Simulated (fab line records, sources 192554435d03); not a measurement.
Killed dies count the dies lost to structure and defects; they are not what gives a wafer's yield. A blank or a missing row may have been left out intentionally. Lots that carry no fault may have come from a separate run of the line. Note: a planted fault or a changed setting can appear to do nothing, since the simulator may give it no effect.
A struck lot beside a sound one ; flow n5_finfet ; 16 steps out of a route of 1938
Sound: these wafers, L803.1, L803.2, L803.5. Struck: wafers L817.3, L817.6. (L817.2 of the same lot was not struck and is left out.) The cause comes at the end.
Order at every step that has rows: each side's tool, ch and its chambers, its first start. Under that, the readings that differ: sound wafers ; struck wafers ; difference of the means ; sigmas: that difference in standard deviations of wafers without a fault.
alike: same words and numbers on both sides, and readings whose means sit less than 2 such deviations apart. not compared: any withheld reading, any reading some wafer has no value for, any bound like >300 that may hide the same value, and any number with overlapping values for which the record gives no deviation.
The two part at a step that has a row with sigmas, a row that says differs or no value, or rows on one side only. When numbers do not overlap yet have no deviation, they are printed without sigmas and do not part them. Lack of a reading on every wafer of one side parts them only where that side has two or more wafers.

first, 7 steps without rows for these wafers: N5_SDB_COAT_04 (time 60 s, resist thk 18 nm); N5_SDB_COAT_05 (resist thk 90 nm); N5_SDB_EBR_07; N5_SDB_SOFTBAKE_06 (time 60 s); N5_SDB_EXPOSE_08 (exposes mask SDB); N5_SDB_PEB_09 (peb time 60 s); N5_SDB_DEVELOP_10 (develop time 30 s).
N5_SDB_CD_MEAS_11 targets a cd of 50 nm.
  sound on cd_sem-02 ch 0, day 3 16:26; struck on cd_sem-01 ch 0, day 7 10:31
  alike: cd_nm
N5_SDB_OVL_MEAS_12:
  sound on overlay-02 ch 0, day 3 16:28; struck on overlay-02 ch 0, day 7 10:32
  alike: SDB_OVL
N5_SDB_INSPECT_13: inspects for defects (brightfield).
  sound on defect_inspect-02 at day 3 16:29; struck on defect_inspect-01 at day 7 10:34
  alike: raw_defect_count
N5_SDB_DESCUM_16: chemistry O2, time 7.9 s.
  sound on rie_diel-01 ch 0,2,3, day 3 16:32; struck on rie_diel-05 ch 0,3, day 7 10:36
  alike: chamber_pressure_mTorr, drypump_motor_current_A, oes_product_au, rf_vpp_V, showerhead_plenum_p_Torr, throttle_valve_pct
  not compared: rf_hours_counter_h
N5_SDB_ETCH_17: etches SiARC in CF4, target depth 23.4 nm, time 39 s.
  sound on rie_diel-01 ch 0,2,3, day 3 16:34; struck on rie_diel-05 ch 0,3, day 7 10:38
  alike: chamber_pressure_mTorr, drypump_motor_current_A, etch_rf_on_time_s, oes_product_au, rf_vpp_V, showerhead_plenum_p_Torr, throttle_valve_pct
  not compared: rf_hours_counter_h
N5_SDB_ETCH_18: etches SOC in N2/H2, target depth 100 nm, overetch 20 nm, time 150 s.
  sound on rie_diel-01 ch 0,2,3, day 3 16:36; struck on rie_diel-05 ch 0,3, day 7 10:40
reading;sound;struck;difference;sigmas
model.SiARC_of_SDB_COAT_04.thk_nm (nm);13 12.6 12.6;13.4 13.6;+0.8;
  alike: chamber_pressure_mTorr, drypump_motor_current_A, oes_product_au, rf_vpp_V, showerhead_plenum_p_Torr, throttle_valve_pct
  not compared: rf_hours_counter_h
then, 1 step without rows for these wafers: N5_SDB_STRIP_19 (strips in N2/H2).
-- the record jumps here: 5 days lie between the struck wafers' starts before and after (it left off in module SDB and takes up again in module BEOL_M4, whose first step shown is number 1111 of the route) --
N5_BEOL_M4_RC_MEAS_101:
  sound on prober-01 ch 0, day 8 12:03; struck on prober-01 ch 0, day 12 12:50
  alike: DIBL_N, DIBL_P, IOFF_N, IOFF_P, ION_N, ION_P, SS_N, SS_P, VT_N, VT_P
-- the record jumps here: 4 days lie between the struck wafers' starts before and after (it left off in module BEOL_M4 and takes up again in module PASSIVATION, whose first step shown is number 1936 of the route) --
N5_PASSIVATION_PROBE_49:
  sound on prober-02 at day 12 13:43; struck on prober-01 at day 16 18:02
reading;sound;struck;difference;sigmas
killed_at_contacts;35 20 28;12 16;-14;-2
  alike: defect_limited_yield, killed_at_M0_to_M3, killed_at_M4_up, killed_at_front_end, killed_at_other, killed_dies, killed_open, killed_short, sort_bin_4_leakage, sort_bin_5_function, sort_bin_6_memory, sort_bin_8_speed, sort_n_pass, sort_yield_pct

== WHERE THEY PART ==
Only at N5_PASSIVATION_PROBE_49, within this record.

WHY: what had been put in by the simulator
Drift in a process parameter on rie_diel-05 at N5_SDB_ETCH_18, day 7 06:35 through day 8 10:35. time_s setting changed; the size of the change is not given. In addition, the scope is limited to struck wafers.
